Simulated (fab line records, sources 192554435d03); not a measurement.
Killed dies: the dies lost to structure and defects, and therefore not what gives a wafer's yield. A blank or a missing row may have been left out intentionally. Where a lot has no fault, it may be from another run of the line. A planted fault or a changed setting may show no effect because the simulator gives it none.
fab line records	flow n5-finfet
record lots=24	wafers=72	last-day=18
route steps=1938 shown BEOL_M11@1597 BEOL_M12@1642 BEOL_M13@1669
lots that met no fault: taken from a fault-free run of the same line
start-h: start of the lot's first displayed wafer, in hours after the record's first day	wait-h: hours elapsed since this lot's preceding step	" the same as in the row above	L1.1+2: a row that stands for several wafers	- no value, or no start was given	* or withheld: withheld	< > ~ a bound
route shown NAME@n: NAME is a module with steps in the file, n the number in the route of the first one	usual: mean/standard deviation taken from wafers without a fault	same: alike in all rows	chamber/n: place in a boat	sites: readings site by site	_std_site: how widely they spread, as a standard deviation	_edge_site: mean of outer sites minus mean of inner sites	radius-mm: for every site, how far away it sits from the centre of the wafer	mask NAME#n: copy n	behind: the last tool/chamber to shape the wafer	hold: what put the lot on hold/how long, in hours/how the hold closed	device: the n, p or np transistor that did not switch	end of line: the tests these same wafers got at the end of their route	a step with no rows: only its recipe	killed: dies that structure and defects cost at the first sort, which is not the same as the wafer's yield	map: the dies of a wafer, with x for killed, . for not killed, _ for no die there
set.NAME: setting as actually run; set.NAME@STEP: the setting as run at that earlier step	model.NAME: the simulator's own value behind a step, which no gauge read
the route's steps for a sample of lots (tables are steps, rows are wafers)
services: a tool's chamber out of use, with start hour (start-h, from the record's first day; less than 0 if before it), hours out, and reason
## steps
# step N5_BEOL_M11_THK_MEAS_53
# recipe thk-meas-gauge=xrf	reads=Cu_of_BEOL_M11_ECD_50
# usual M11_THK=139.2/2.4
lot.wafer	tool	chamber	start-h	wait-h	M11_THK[nm]
L074.1	film-metro-01	-	229.73	-	140.8
L074.4	"	-	"	"	134.5
L074.5	"	-	"	"	136.7
L075.2	film-metro-02	-	234.92	-	140.1
L075.3	"	-	"	"	142.5
L075.6	"	-	"	"	141.3
L077.2	film-metro-02	-	248.00	-	139.3
L077.3	"	-	"	"	140.4
L077.5	"	-	"	"	139.5
L076.2	film-metro-01	-	248.42	-	136.9
L076.4	"	-	"	"	139.3
L076.6	"	-	"	"	136.8
L078.2	film-metro-02	-	249.27	-	139.9
L078.3	"	-	"	"	141.2
L078.4	"	-	"	"	138.5
L081.3	film-metro-02	-	266.09	-	137.2
L081.4	"	-	"	"	137.0
L081.6	"	-	"	"	138.8
L080.2	film-metro-02	-	272.70	-	139.0
L080.3	"	-	"	"	139.0
L080.4	"	-	"	"	139.6
L079.1	film-metro-01	-	275.46	-	134.3
L079.2	"	-	"	"	138.1
L079.5	"	-	"	"	136.2
L082.1	film-metro-02	-	276.75	-	135.7
L082.5	"	-	"	"	138.4
L082.6	"	-	"	"	134.8
L083.2	film-metro-02	-	280.78	-	140.8
L083.4	"	-	"	"	142.8
L083.5	"	-	"	"	144.5
L084.1	film-metro-02	-	291.11	-	143.1
L084.5	"	-	"	"	137.7
L084.6	"	-	"	"	139.9
L086.1	film-metro-01	-	305.87	-	134.5
L086.5	"	-	"	"	135.5
L086.6	"	-	"	"	135.1
L085.2	film-metro-01	-	308.28	-	141.9
L085.3	"	-	"	"	140.9
L085.4	"	-	"	"	136.1
L089.1	film-metro-01	-	311.12	-	141.0
L089.2	"	-	"	"	139.4
L089.3	"	-	"	"	140.2
L087.2	film-metro-01	-	315.88	-	142.6
L087.4	"	-	"	"	136.0
L087.6	"	-	"	"	138.8
L088.1	film-metro-02	-	315.98	-	143.1
L088.3	"	-	"	"	137.3
L088.5	"	-	"	"	137.2
L090.2	film-metro-02	-	333.53	-	140.2
L090.3	"	-	"	"	142.8
L090.4	"	-	"	"	141.7
L091.2	film-metro-01	-	335.65	-	139.3
L091.3	"	-	"	"	141.7
L091.5	"	-	"	"	139.0
L093.1	film-metro-02	-	336.12	-	139.6
L093.2	"	-	"	"	140.3
L093.5	"	-	"	"	141.2
L092.2	film-metro-02	-	339.47	-	138.6
L092.4	"	-	"	"	142.5
L092.6	"	-	"	"	140.8
L094.2	film-metro-02	-	344.98	-	139.2
L094.3	"	-	"	"	140.6
L094.4	"	-	"	"	139.9
L095.1	film-metro-01	-	366.63	-	137.7
L095.3	"	-	"	"	140.6
L095.5	"	-	"	"	135.5
L097.2	film-metro-02	-	373.21	-	140.3
L097.3	"	-	"	"	135.4
L097.5	"	-	"	"	141.3
L096.1	film-metro-02	-	373.56	-	139.1
L096.3	"	-	"	"	136.3
L096.5	"	-	"	"	136.6
# step N5_BEOL_M12_STRIP_37
# recipe chemistry=N2/H2	power-w=1000	temp-c=250	h2-frac=0.65	overash-fraction=0.3	pressure-mtorr=withheld	n2-flow-sccm=1750	h2-flow-sccm=3250
# usual drypump-motor-current-A=5.57/0.18	h2-flow-sccm=3249/10	heater-power-w=347/27	oes-product-au=0.790/0.0092
lot.wafer	tool	chamber	start-h	wait-h	drypump-motor-current-A	h2-flow-sccm	heater-power-w	oes-product-au	rf-hours-counter-h
L074.1	plasma-asher-02	0	232.31	0.0	5.36	3265	338	0.787	70
L074.4	"	1	"	"	5.75	3261	324	0.805	-
L074.5	"	0	"	"	5.37	3264	346	0.795	-
L075.2	plasma-asher-01	1	237.49	0.0	5.74	3236	391	0.800	122
L075.3	"	1	"	"	5.77	3252	390	0.798	-
L075.6	"	0	"	"	5.39	3253	320	0.796	-
L077.2	plasma-asher-01	1	250.57	0.0	5.73	3263	390	0.783	125
L077.3	"	1	"	"	5.73	3260	402	0.797	-
L077.5	"	0	"	"	5.39	3254	307	0.792	-
L076.2	plasma-asher-02	1	250.77	0.0	5.71	3256	331	0.791	74
L076.4	"	1	"	"	5.70	3244	337	0.801	-
L076.6	"	1	"	"	5.73	3259	344	0.781	-
L078.2	plasma-asher-02	0	252.37	0.0	5.38	3253	347	0.792	74
L078.3	"	0	"	"	5.37	3247	337	0.786	-
L078.4	"	1	"	"	5.76	3257	343	0.786	-
L081.3	plasma-asher-02	0	268.53	0.1	5.36	3251	333	0.776	-
L081.4	"	1	"	"	5.72	3230	338	0.776	-
L081.6	"	1	"	"	5.73	3259	344	0.783	-
L080.2	plasma-asher-01	1	275.16	0.0	5.75	3248	398	0.798	130
L080.3	"	0	"	"	5.44	3259	326	0.794	-
L080.4	"	1	"	"	5.74	3239	381	0.785	-
L079.1	plasma-asher-02	0	277.95	0.0	5.38	3263	341	0.781	77
L079.2	"	1	"	"	5.77	3270	340	0.784	77
L079.5	"	0	"	"	5.36	3248	338	0.774	-
L082.1	plasma-asher-02	0	279.06	0.0	5.37	3255	339	0.811	77
L082.5	"	0	"	"	5.35	3248	348	0.788	-
L082.6	"	1	"	"	5.74	3234	330	0.789	-
L083.2	plasma-asher-01	0	283.13	0.0	5.37	3240	325	0.801	133
L083.4	"	0	"	"	5.42	3249	313	0.789	-
L083.5	"	0	"	"	5.41	3250	317	0.796	-
L084.1	plasma-asher-02	0	293.74	0.0	5.38	3240	350	0.778	82
L084.5	"	1	"	"	5.73	3263	336	0.795	-
L084.6	"	0	"	"	5.36	3236	335	0.786	-
L086.1	plasma-asher-01	0	308.10	0.0	5.45	3252	311	0.784	136
L086.5	"	0	"	"	5.42	3254	322	0.787	-
L086.6	"	1	"	"	5.75	3240	391	0.800	-
L085.2	plasma-asher-02	1	310.55	0.0	5.71	3240	343	0.794	86
L085.3	"	1	"	"	5.73	3245	344	0.792	-
L085.4	"	0	"	"	5.35	3258	343	0.803	-
L089.1	plasma-asher-02	1	314.41	0.0	5.75	3240	328	0.788	87
L089.2	"	0	"	"	5.39	3239	338	0.790	87
L089.3	"	0	"	"	5.38	3263	344	0.791	-
L087.2	plasma-asher-02	1	318.43	0.0	5.74	3239	338	0.793	88
L087.4	"	1	"	"	5.73	3250	337	0.794	-
L087.6	"	0	"	"	5.39	3257	341	0.802	-
L088.1	plasma-asher-01	1	318.62	0.0	5.78	3231	385	0.797	138
L088.3	"	1	"	"	5.78	3256	397	0.785	-
L088.5	"	1	"	"	5.77	3238	397	0.783	-
L090.2	plasma-asher-01	1	335.84	0.0	5.73	3242	393	0.800	142
L090.3	"	0	"	"	5.40	3232	316	0.809	-
L090.4	"	1	"	"	5.78	3248	397	0.805	-
L091.2	plasma-asher-01	0	338.32	0.0	5.45	3239	331	0.808	142
L091.3	"	1	"	"	5.75	3262	380	0.780	-
L091.5	"	0	"	"	5.38	3254	327	0.778	-
L093.1	plasma-asher-01	1	339.12	0.0	5.77	3239	388	0.781	143
L093.2	"	0	"	"	5.43	3256	324	0.789	143
L093.5	"	0	"	"	5.37	3237	316	0.764	-
L092.2	plasma-asher-02	0	341.85	0.0	5.35	3240	338	0.802	93
L092.4	"	0	"	"	5.37	3233	336	0.796	-
L092.6	"	0	"	"	5.39	3254	348	0.793	-
L094.2	plasma-asher-01	1	347.45	0.0	5.78	3260	381	0.790	144
L094.3	"	0	"	"	5.36	3250	318	0.802	-
L094.4	"	1	"	"	5.75	3266	391	0.783	-
L095.1	plasma-asher-02	0	368.93	0.0	5.36	3249	342	0.796	98
L095.3	"	1	"	"	5.76	3250	343	0.805	-
L095.5	"	1	"	"	5.75	3247	343	0.800	-
L097.2	plasma-asher-01	0	375.64	0.0	5.38	3243	321	0.777	150
L097.3	"	1	"	"	5.74	3238	401	0.783	-
L097.5	"	0	"	"	5.39	3234	329	0.786	-
L096.1	plasma-asher-01	0	375.89	0.0	5.36	3244	319	0.807	150
L096.3	"	0	"	"	5.38	3257	326	0.789	-
L096.5	"	1	"	"	5.76	3243	395	0.796	-
# step N5_BEOL_M12_SPUTTER_45
# recipe material=Cu	target-thk-a=800	temp-c=-20	bias-v=60	power-w=26000	chamber-pressure-pa=0.13	time-s=13.33
# usual throttle-valve-pct=29.5/1.2
lot.wafer	tool	chamber	start-h	wait-h	throttle-valve-pct
L074.1	pvd-sputter-01	-	234.86	0.0	31.0
L074.4	"	-	"	"	29.6
L074.5	"	-	"	"	29.0
L075.2	pvd-sputter-01	-	238.30	0.0	29.3
L075.3	"	-	"	"	30.9
L075.6	"	-	"	"	29.0
L077.2	pvd-sputter-01	-	251.52	0.0	31.0
L077.3	"	-	"	"	29.8
L077.5	"	-	"	"	27.5
L076.2	pvd-sputter-02	-	253.73	0.0	30.2
L076.4	"	-	"	"	31.1
L076.6	"	-	"	"	27.3
L078.2	pvd-sputter-01	-	254.44	0.0	27.7
L078.3	"	-	"	"	29.7
L078.4	"	-	"	"	29.5
L081.3	pvd-sputter-01	-	270.47	0.0	31.3
L081.4	"	-	"	"	29.5
L081.6	"	-	"	"	30.9
L080.2	pvd-sputter-03	-	277.11	0.0	30.6
L080.3	"	-	"	"	31.0
L080.4	"	-	"	"	28.9
L079.1	pvd-sputter-02	-	279.87	0.0	28.0
L079.2	"	-	"	"	29.6
L079.5	"	-	"	"	29.9
L082.1	pvd-sputter-03	-	280.12	0.0	29.2
L082.5	"	-	"	"	28.9
L082.6	"	-	"	"	30.9
L083.2	pvd-sputter-01	-	285.90	0.0	29.1
L083.4	"	-	"	"	30.7
L083.5	"	-	"	"	29.2
L084.1	pvd-sputter-01	-	295.30	0.0	27.5
L084.5	"	-	"	"	29.1
L084.6	"	-	"	"	29.6
L086.1	pvd-sputter-01	-	309.92	0.0	30.9
L086.5	"	-	"	"	30.9
L086.6	"	-	"	"	29.2
L085.2	pvd-sputter-01	-	312.50	0.0	29.8
L085.3	"	-	"	"	27.5
L085.4	"	-	"	"	29.2
L089.1	pvd-sputter-01	-	316.14	0.0	29.6
L089.2	"	-	"	"	30.9
L089.3	"	-	"	"	29.6
L087.2	pvd-sputter-01	-	319.88	0.0	27.5
L087.4	"	-	"	"	29.4
L087.6	"	-	"	"	29.1
L088.1	pvd-sputter-01	-	320.40	0.0	29.3
L088.3	"	-	"	"	29.8
L088.5	"	-	"	"	27.7
L090.2	pvd-sputter-03	-	337.93	0.0	29.0
L090.3	"	-	"	"	31.2
L090.4	"	-	"	"	31.1
L091.2	pvd-sputter-01	-	340.89	0.0	27.6
L091.3	"	-	"	"	29.6
L091.5	"	-	"	"	27.8
L093.1	pvd-sputter-01	-	341.45	0.0	29.1
L093.2	"	-	"	"	27.7
L093.5	"	-	"	"	29.6
L092.2	pvd-sputter-03	-	344.17	0.0	30.5
L092.4	"	-	"	"	28.7
L092.6	"	-	"	"	30.5
L094.2	pvd-sputter-01	-	348.41	0.0	29.4
L094.3	"	-	"	"	31.0
L094.4	"	-	"	"	29.2
L095.1	pvd-sputter-01	-	369.90	0.0	29.0
L095.3	"	-	"	"	29.9
L095.5	"	-	"	"	29.1
L097.2	pvd-sputter-02	-	382.38	0.0	30.8
L097.3	"	-	"	"	29.8
L097.5	"	-	"	"	29.9
L096.1	pvd-sputter-03	-	382.57	0.0	30.5
L096.3	"	-	"	"	28.9
L096.5	"	-	"	"	31.0
# step N5_BEOL_M12_DEP_53
# recipe material=SiCN	target-thk-a=300	temp-c=withheld	precursor=3MS/NH3	pressure-torr=3	rf-w=675	time-s=10.5
# usual showerhead-plenum-p-Torr=4.160/0.03	throttle-valve-pct=17.8/1.4
lot.wafer	tool	chamber	start-h	wait-h	showerhead-plenum-p-Torr	throttle-valve-pct
L074.1	pecvd-02	2	235.77	0.0	4.123	16.9
L074.4	"	1	"	"	4.129	17.3
L074.5	"	0	"	"	4.194	19.8
L075.2	pecvd-04	0	239.96	0.0	4.188	17.8
L075.3	"	1	"	"	4.161	18.7
L075.6	"	0	"	"	4.171	17.8
L077.2	pecvd-03	1	252.45	0.0	4.191	16.0
L077.3	"	0	"	"	4.200	19.7
L077.5	"	1	"	"	4.178	16.3
L076.2	pecvd-03	2	254.69	0.0	4.131	16.3
L076.4	"	2	"	"	4.130	16.3
L076.6	"	0	"	"	4.196	19.7
L078.2	pecvd-03	1	255.47	0.0	4.187	16.1
L078.3	"	2	"	"	4.135	16.2
L078.4	"	1	"	"	4.180	16.0
L081.3	pecvd-02	1	271.66	0.0	4.144	17.8
L081.4	"	0	"	"	4.194	19.5
L081.6	"	1	"	"	4.123	17.6
L080.2	pecvd-03	1	278.48	0.0	4.184	16.0
L080.3	"	2	"	"	4.143	16.5
L080.4	"	1	"	"	4.189	16.0
L079.1	pecvd-03	0	281.07	0.0	4.212	19.9
L079.2	"	2	"	"	4.127	16.0
L079.5	"	0	"	"	4.205	19.7
L082.1	pecvd-02	1	281.12	0.0	4.135	17.6
L082.5	"	2	"	"	4.123	17.0
L082.6	"	1	"	"	4.138	17.7
L083.2	pecvd-03	0	287.08	0.0	4.207	19.3
L083.4	"	1	"	"	4.174	16.4
L083.5	"	2	"	"	4.144	16.5
L084.1	pecvd-04	0	296.22	0.0	4.182	18.5
L084.5	"	1	"	"	4.165	18.8
L084.6	"	0	"	"	4.190	18.1
L086.1	pecvd-02	2	310.90	0.0	4.120	17.0
L086.5	"	1	"	"	4.131	17.5
L086.6	"	0	"	"	4.176	19.4
L085.2	pecvd-02	2	313.44	0.0	4.122	17.0
L085.3	"	0	"	"	4.181	19.6
L085.4	"	2	"	"	4.123	17.2
L089.1	pecvd-02	0	317.06	0.0	4.189	19.7
L089.2	"	2	"	"	4.123	17.0
L089.3	"	1	"	"	4.141	17.5
L087.2	pecvd-04	1	320.94	0.0	4.153	18.9
L087.4	"	0	"	"	4.179	17.8
L087.6	"	2	"	"	4.132	16.6
L088.1	pecvd-03	2	321.41	0.0	4.132	16.7
L088.3	"	0	"	"	4.202	19.9
L088.5	"	1	"	"	4.186	16.2
L090.2	pecvd-02	2	338.84	0.0	4.124	17.1
L090.3	"	0	"	"	4.184	19.8
L090.4	"	2	"	"	4.122	17.1
L091.2	pecvd-03	0	341.81	0.0	4.199	19.8
L091.3	"	1	"	"	4.186	16.2
L091.5	"	2	"	"	4.122	16.4
L093.1	pecvd-04	2	342.37	0.0	4.134	17.1
L093.2	"	0	"	"	4.179	17.7
L093.5	"	0	"	"	4.183	17.8
L092.2	pecvd-04	2	345.66	0.0	4.128	17.0
L092.4	"	0	"	"	4.175	17.9
L092.6	"	1	"	"	4.149	19.0
L094.2	pecvd-02	1	349.33	0.0	4.131	17.5
L094.3	"	0	"	"	4.196	20.0
L094.4	"	2	"	"	4.125	17.3
L095.1	pecvd-02	1	370.81	0.0	4.137	17.5
L095.3	"	0	"	"	4.183	19.6
L095.5	"	2	"	"	4.126	17.4
L097.2	pecvd-03	0	383.29	0.0	4.195	19.7
L097.3	"	1	"	"	4.175	16.4
L097.5	"	0	"	"	4.197	20.0
L096.1	pecvd-03	1	383.83	0.0	4.187	16.2
L096.3	"	0	"	"	4.207	19.8
L096.5	"	1	"	"	4.186	16.2
# step N5_BEOL_M13_CD_MEAS_10
# recipe target-cd-nm=190	landing-energy-ev=500	detector=se-inlens	polarity=opening
# usual cd-nm=189.6/1.2
# same landing-energy-ev=500
lot.wafer	tool	chamber	start-h	wait-h	cd-nm
L074.1	cd-sem-01	0	236.48	-	192.4
L074.4	"	0	"	"	190.5
L074.5	"	0	"	"	190.6
L075.2	cd-sem-01	0	240.55	-	190.1
L075.3	"	0	"	"	190.0
L075.6	"	0	"	"	190.6
L077.2	cd-sem-03	0	253.15	-	187.8
L077.3	"	0	"	"	188.2
L077.5	"	0	"	"	188.2
L076.2	cd-sem-03	0	255.27	-	188.1
L076.4	"	0	"	"	188.2
L076.6	"	0	"	"	187.5
L078.2	cd-sem-03	0	256.06	-	189.4
L078.3	"	0	"	"	188.9
L078.4	"	0	"	"	187.9
L081.3	cd-sem-02	0	272.36	-	188.7
L081.4	"	0	"	"	189.5
L081.6	"	0	"	"	189.2
L080.2	cd-sem-03	0	279.06	-	190.3
L080.3	"	0	"	"	190.5
L080.4	"	0	"	"	189.9
L079.1	cd-sem-01	0	281.77	-	191.7
L079.2	"	0	"	"	190.5
L079.5	"	0	"	"	191.1
L082.1	cd-sem-01	0	281.94	-	191.8
L082.5	"	0	"	"	191.2
L082.6	"	0	"	"	191.2
L083.2	cd-sem-03	0	287.67	-	190.7
L083.4	"	0	"	"	191.2
L083.5	"	0	"	"	190.5
L084.1	cd-sem-01	0	296.92	-	189.0
L084.5	"	0	"	"	188.0
L084.6	"	0	"	"	188.2
L086.1	cd-sem-03	0	311.49	-	189.1
L086.5	"	0	"	"	189.1
L086.6	"	0	"	"	189.1
L085.2	cd-sem-03	0	314.02	-	187.9
L085.3	"	0	"	"	186.4
L085.4	"	0	"	"	188.4
L089.1	cd-sem-02	0	317.64	-	188.6
L089.2	"	0	"	"	188.6
L089.3	"	0	"	"	188.1
L087.2	cd-sem-02	0	321.53	-	189.9
L087.4	"	0	"	"	190.8
L087.6	"	0	"	"	190.2
L088.1	cd-sem-02	0	321.99	-	189.7
L088.3	"	0	"	"	190.3
L088.5	"	0	"	"	190.3
L090.2	cd-sem-02	0	339.42	-	190.6
L090.3	"	0	"	"	190.2
L090.4	"	0	"	"	192.4
L091.2	cd-sem-01	0	342.39	-	190.3
L091.3	"	0	"	"	190.1
L091.5	"	0	"	"	190.0
L093.1	cd-sem-01	0	342.95	-	189.4
L093.2	"	0	"	"	190.6
L093.5	"	0	"	"	190.4
L092.2	cd-sem-03	0	346.24	-	189.5
L092.4	"	0	"	"	188.4
L092.6	"	0	"	"	189.4
L094.2	cd-sem-01	0	349.91	-	187.2
L094.3	"	0	"	"	187.1
L094.4	"	0	"	"	188.3
L095.1	cd-sem-03	0	371.39	-	189.4
L095.3	"	0	"	"	189.5
L095.5	"	0	"	"	190.1
L097.2	cd-sem-02	0	383.87	-	189.5
L097.3	"	0	"	"	189.8
L097.5	"	0	"	"	189.8
L096.1	cd-sem-03	0	384.69	-	190.3
L096.3	"	0	"	"	190.2
L096.5	"	0	"	"	191.7
# step N5_BEOL_M13_STRIP_63
# recipe chemistry=N2/H2	power-w=1000	temp-c=250	h2-frac=0.65	overash-fraction=0.3	pressure-mtorr=1000	n2-flow-sccm=1750	h2-flow-sccm=3250
# usual chamber-pressure-mTorr=1000.1/0.89	drypump-motor-current-A=5.57/0.18	h2-flow-sccm=3248/9	heater-power-w=350/31	oes-product-au=0.674/0.0048	strip-time-to-endpoint-s=27.7/1.1
lot.wafer	tool	chamber	start-h	wait-h	chamber-pressure-mTorr	drypump-motor-current-A	h2-flow-sccm	heater-power-w	oes-product-au	rf-hours-counter-h	strip-time-to-endpoint-s
L074.1	plasma-asher-01	0	236.89	-	1000.5	5.40	3251	326	0.675	122	28.4
L074.4	"	0	"	"	1001.1	5.39	3264	315	0.671	-	27.0
L074.5	"	0	"	"	1001.5	5.39	3252	321	0.668	-	26.8
L075.2	plasma-asher-01	0	241.10	-	1001.0	5.35	3232	321	0.672	122	28.0
L075.3	"	0	"	"	999.6	5.35	3241	323	0.680	-	28.5
L075.6	"	0	"	"	1002.3	5.39	3239	323	0.665	-	27.2
L077.2	plasma-asher-01	0	253.77	-	1000.0	5.45	3263	315	0.675	126	28.5
L077.3	"	0	"	"	999.4	5.39	3255	313	0.681	-	28.9
L077.5	"	1	"	"	998.7	5.77	3254	382	0.675	-	27.8
L076.2	plasma-asher-01	0	256.12	-	1001.8	5.42	3257	318	0.667	126	29.3
L076.4	"	0	"	"	998.8	5.40	3259	316	0.677	-	28.0
L076.6	"	0	"	"	1000.3	5.37	3254	312	0.673	-	27.8
L078.2	plasma-asher-01	1	256.96	-	1000.7	5.75	3253	384	0.674	126	29.0
L078.3	"	1	"	"	1001.8	5.76	3256	386	0.680	-	29.0
L078.4	"	0	"	"	1001.2	5.37	3251	321	0.671	-	28.0
L081.3	plasma-asher-02	0	272.79	-	1000.6	5.37	3239	340	0.670	-	28.0
L081.4	"	1	"	"	998.7	5.76	3267	333	0.676	-	27.3
L081.6	"	0	"	"	998.3	5.40	3250	342	0.674	-	27.3
L080.2	plasma-asher-01	0	279.73	-	1000.2	5.44	3262	314	0.667	132	28.5
L080.3	"	0	"	"	999.3	5.44	3253	328	0.681	-	29.2
L080.4	"	1	"	"	999.7	5.77	3259	388	0.676	-	27.2
L079.1	plasma-asher-01	1	282.19	-	1000.3	5.78	3227	383	0.675	133	28.5
L079.2	"	0	"	"	998.8	5.40	3234	323	0.674	133	28.5
L079.5	"	1	"	"	999.8	5.77	3238	391	0.679	-	28.2
L082.1	plasma-asher-02	1	282.35	-	1000.9	5.72	3243	335	0.680	78	29.5
L082.5	"	0	"	"	1001.7	5.37	3248	345	0.675	-	27.2
L082.6	"	1	"	"	999.2	5.73	3243	329	0.673	-	28.0
L083.2	plasma-asher-02	1	288.08	-	999.6	5.74	3251	333	0.670	80	28.6
L083.4	"	1	"	"	1001.0	5.74	3247	336	0.680	-	28.3
L083.5	"	1	"	"	998.6	5.76	3246	331	0.687	-	28.1
L084.1	plasma-asher-01	0	297.34	-	1001.2	5.42	3244	320	0.678	134	29.2
L084.5	"	1	"	"	1000.8	5.74	3239	394	0.675	-	27.7
L084.6	"	0	"	"	999.8	5.41	3239	318	0.673	-	27.1
L086.1	plasma-asher-01	1	311.90	-	998.7	5.74	3254	386	0.669	137	27.3
L086.5	"	1	"	"	1000.2	5.76	3244	395	0.662	-	26.4
L086.6	"	0	"	"	999.6	5.44	3247	316	0.663	-	25.8
L085.2	plasma-asher-01	1	314.43	-	1000.1	5.73	3240	389	0.677	137	28.4
L085.3	"	0	"	"	1000.1	5.41	3245	316	0.668	-	26.5
L085.4	"	1	"	"	999.0	5.78	3244	391	0.667	-	26.1
L089.1	plasma-asher-01	1	318.05	-	1000.5	5.76	3252	402	0.670	138	28.0
L089.2	"	0	"	"	1000.5	5.42	3251	321	0.667	138	26.6
L089.3	"	0	"	"	999.0	5.43	3246	320	0.669	-	27.0
L087.2	plasma-asher-02	0	321.93	-	999.8	5.39	3241	334	0.668	88	27.9
L087.4	"	0	"	"	999.9	5.38	3248	340	0.669	-	27.9
L087.6	"	1	"	"	1000.5	5.73	3240	344	0.671	-	27.0
L088.1	plasma-asher-01	1	322.41	-	999.9	5.72	3247	390	0.679	139	29.3
L088.3	"	0	"	"	1001.3	5.43	3245	323	0.674	-	28.5
L088.5	"	0	"	"	999.0	5.42	3241	326	0.671	-	26.2
L090.2	plasma-asher-01	0	339.83	-	998.6	5.42	3246	325	0.672	143	26.7
L090.3	"	1	"	"	1000.5	5.76	3265	393	0.667	-	28.2
L090.4	"	0	"	"	1000.5	5.43	3253	323	0.673	-	26.3
L091.2	plasma-asher-02	1	342.80	-	998.7	5.74	3251	336	0.675	93	29.3
L091.3	"	0	"	"	998.3	5.37	3248	340	0.664	-	27.7
L091.5	"	0	"	"	1001.1	5.38	3241	339	0.671	-	27.4
L093.1	plasma-asher-02	0	343.36	-	999.4	5.37	3243	331	0.673	93	27.4
L093.2	"	1	"	"	999.3	5.74	3253	341	0.683	93	28.5
L093.5	"	1	"	"	1001.1	5.74	3251	337	0.669	-	27.6
L092.2	plasma-asher-02	0	346.65	-	1001.4	5.37	3246	343	0.674	93	27.3
L092.4	"	1	"	"	999.3	5.75	3245	337	0.676	-	27.4
L092.6	"	1	"	"	1000.8	5.74	3231	344	0.671	-	26.8
L094.2	plasma-asher-01	1	350.32	-	998.8	5.75	3249	388	0.672	145	27.7
L094.3	"	0	"	"	998.7	5.42	3259	326	0.675	-	26.9
L094.4	"	1	"	"	999.6	5.77	3246	392	0.671	-	27.4
L095.1	plasma-asher-01	0	371.85	-	999.9	5.39	3240	315	0.674	149	26.8
L095.3	"	1	"	"	1000.2	5.74	3249	394	0.673	-	27.8
L095.5	"	1	"	"	999.0	5.72	3244	386	0.672	-	25.8
L097.2	plasma-asher-01	1	384.45	-	999.3	5.76	3249	382	0.678	152	28.5
L097.3	"	1	"	"	1000.9	5.78	3250	382	0.674	-	27.6
L097.5	"	1	"	"	1000.6	5.74	3249	388	0.679	-	25.5
L096.1	plasma-asher-01	1	385.10	-	1000.1	5.76	3261	395	0.680	152	28.1
L096.3	"	0	"	"	1000.3	5.39	3241	322	0.678	-	27.0
L096.5	"	0	"	"	999.7	5.36	3258	323	0.670	-	25.8
## services
tool	chamber	start-h	hours	kind
pecvd-02	0	210.02	2.1	scheduled-down
plasma-asher-01	-	219.00	2.8	pm
pecvd-04	-	221.49	0.8	repair
pecvd-04	-	225.70	4.3	pm
plasma-asher-02	-	258.81	2.3	repair
pvd-sputter-01	-	281.97	1.4	repair
plasma-asher-01	-	285.69	9.2	pm
pvd-sputter-01	-	327.03	2.4	repair
pecvd-03	-	329.53	5.4	repair
pecvd-04	2	352.93	2.1	scheduled-down
pvd-sputter-02	-	370.99	0.6	repair
pecvd-04	-	371.92	0.8	repair
plasma-asher-02	-	378.00	2.7	repair
pvd-sputter-01	-	380.43	12.0	repair
pecvd-03	-	381.41	0.9	repair
pecvd-04	1	382.15	5.5	scheduled-down
pecvd-02	2	382.43	2.1	scheduled-down
## key
fault none
